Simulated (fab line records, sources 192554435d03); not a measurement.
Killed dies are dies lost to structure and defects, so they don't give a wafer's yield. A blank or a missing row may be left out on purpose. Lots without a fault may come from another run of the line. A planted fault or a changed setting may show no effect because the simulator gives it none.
A struck lot beside a sound one | flow n5_finfet | 14 steps out of a route of 1938
Sound: wafers L658.3, L658.5, L658.6. Struck: wafers L646.1, L646.2, L646.4. The cause comes at the end.
At each step with rows: each side's tool, then ch and its chambers, then its first start. Under that, the readings that differ: sound wafers | struck wafers | difference of the means | sigmas: that difference in standard deviations of wafers without a fault.
alike: readings whose means differ by less than 2 such deviations, and words and numbers that are the same on both sides. not compared: withheld readings, readings that some wafer has no value for, bounds like >300 that may hide the same value, and numbers for which the record gives no deviation and whose values overlap.
The two part at a step that has a row with sigmas, a row that says differs or no value, or rows on one side only. Numbers that don't overlap but have no deviation are shown without sigmas and don't part them. A reading that every wafer of one side lacks parts them only if that side has two wafers or more.

N5_BEOL_M4_PRE_CLEAN_60: time 15 s.
  sound on cvd_co-01 ch 0,1,2, day 11 23:07; struck on cvd_co-01 ch 0,2, day 9 01:05
  alike: heater_power_outer_w, heater_power_w
  not compared: susceptor_temp_C
N5_BEOL_M4_CO_CAP_55: material Co, precursor CCTBA/H2, target thk 2 nm, time 102.1 s.
  sound on cvd_co-01 ch 0,1,2, day 11 23:10; struck on cvd_co-01 ch 0,2, day 9 01:08
  alike: heater_power_outer_w, heater_power_w, susceptor_temp_C
then, 2 steps without rows for these wafers: N5_BEOL_M4_PRE_CLEAN_56 (time 15 s); N5_BEOL_M4_DEP_57 (deposits SiCN from 3MS/NH3, target thk 8 nm, time 14 s).
N5_BEOL_M4_RS_MEAS_58: measures by four-point-probe.
  sound on film_metro-02, day 11 23:20; struck on film_metro-02, day 9 01:19
  alike: M4_RS
N5_BEOL_M4_INSPECT_59: inspects for defects (darkfield).
  sound on defect_inspect-02, day 11 23:22; struck on defect_inspect-01, day 9 01:21
  alike: raw_defect_count
N5_BEOL_M4_RC_MEAS_101:
  sound on prober-01 ch 0, day 11 23:42; struck on prober-02 ch 0, day 9 01:22
  alike: DIBL_N, DIBL_P, IOFF_N, IOFF_P, ION_N, ION_P, SS_N, SS_P, VT_N, VT_P
then, 1 step without rows for these wafers: N5_BEOL_M5_ILD_DEP_00 (deposits SiCOH lowk from DEMS/porogen, target thk 140.64 nm, time 25.9 s).
N5_BEOL_M5_CURE_79: cures SiCOH lowk, time 240 s.
  sound on uv_cure-01 ch 2, day 12 00:35; struck on uv_cure-03 ch 2, day 9 02:25
  alike: lamp_power_pct, wafer_temp_C_max
N5_BEOL_M5_THK_MEAS_01:
  sound on film_metro-01, day 12 00:56; struck on film_metro-01, day 9 02:56
  alike: M5_ILD_THK
N5_BEOL_M5_PECVD_70: deposits SiO2 from TEOS/O2, target thk 16 nm, time 18 s.
  sound on pecvd-03 ch 0,1,2, day 12 00:58; struck on pecvd-01 ch 0,1,2, day 9 02:58
  alike: heater_power_outer_w, heater_power_w, showerhead_plenum_p_Torr, susceptor_temp_C, throttle_valve_pct
N5_BEOL_M5_HM_DEP_02: deposits TiN, target thk 20 nm.
  sound on pvd_sputter-02, day 12 02:01; struck on pvd_sputter-01, day 9 03:30
  alike: susceptor_temp_C, throttle_valve_pct
N5_BEOL_M5_COAT_59: time 60 s, resist thk 60 nm.
  sound on litho_track-05 ch 0, day 12 02:08; struck on litho_track-05 ch 0, day 9 03:38
  reading                  | sound                | struck               | difference | sigmas
  heater_power_total_W (W) | 500.0 497.5 499.0    | 504.2 507.4 508.6    | +7.9       | +5
  plate_temp_C (C)         | 250.03 250.24 250.12 | 252.99 252.80 252.68 | +2.69      | +19
  alike: resist_line_temp_C
then, 1 step without rows for these wafers: N5_BEOL_M5_COAT_60 (time 60 s, resist thk 12 nm).

WHERE THEY PART
Only at N5_BEOL_M5_COAT_59, within this record.

WHY: what the simulator had put in
Process parameter drift: litho_track-05, from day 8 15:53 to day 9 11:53, at N5_BEOL_M5_COAT_59. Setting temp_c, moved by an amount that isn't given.
